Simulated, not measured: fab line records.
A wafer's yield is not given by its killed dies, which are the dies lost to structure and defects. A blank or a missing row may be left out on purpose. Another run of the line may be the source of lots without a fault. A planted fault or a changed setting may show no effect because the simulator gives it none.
Matching of chambers :: flow n5 finfet :: N5_BEOL_M5_ETCH_67 on rie diel-01 has 4 sister chambers
The step etches SiARC in CF4, target depth 15.6 nm, time 26 s. 4 wafers are shown with their chamber, then 8 later ones without.

== EACH WAFER AND ITS CHAMBER ==
wafer: L080.2
chamber: 1
showerhead plenum p Torr (Torr): 2.21

wafer: L084.1
chamber: 3
showerhead plenum p Torr (Torr): 2.11

wafer: L084.2
chamber: 0
showerhead plenum p Torr (Torr): 2.23

wafer: L094.3
chamber: 2
showerhead plenum p Torr (Torr): 2.13

== WAFERS WITHOUT THEIR CHAMBER ==
wafer: L094.4
showerhead plenum p Torr (Torr): 2.13

wafer: L094.5
showerhead plenum p Torr (Torr): 2.22

wafer: L089.3
showerhead plenum p Torr (Torr): 2.22

wafer: L089.5
showerhead plenum p Torr (Torr): 2.20

wafer: L089.6
showerhead plenum p Torr (Torr): 2.22

wafer: L096.1
showerhead plenum p Torr (Torr): 2.10

wafer: L096.4
showerhead plenum p Torr (Torr): 2.20

wafer: L096.5
showerhead plenum p Torr (Torr): 2.20

== CHAMBER TAKEN BY EACH ==
wafer: L094.4
from the rows above: 2
in truth: 2

wafer: L094.5
from the rows above: can't be placed: 0 or 1
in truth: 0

wafer: L089.3
from the rows above: can't be placed: 0 or 1
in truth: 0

wafer: L089.5
from the rows above: 1
in truth: 1

wafer: L089.6
from the rows above: can't be placed: 0 or 1
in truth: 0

wafer: L096.1
from the rows above: 3
in truth: 3

wafer: L096.4
from the rows above: 1
in truth: 1

wafer: L096.5
from the rows above: 1
in truth: 1
Correct placement for 5 of the 8. Can't be placed from these rows: 3 (the true chamber is among the candidates in 3). Placed wrongly: 0.
How it was worked out, from the rows above alone: a wafer's distance from a chamber is the root of the sum, over the readings, of the square of ((its reading less the chamber's mean) divided by the reading's scatter). If the next closest chamber is less than 2 further off than the closest, the wafer can't be placed; otherwise it belongs to the closest. Each chamber's mean is taken over the wafers shown for it. The scatter (one wafer shown for each chamber): square how far every hidden wafer sits from the nearest shown wafer, average those squares and take the square root.
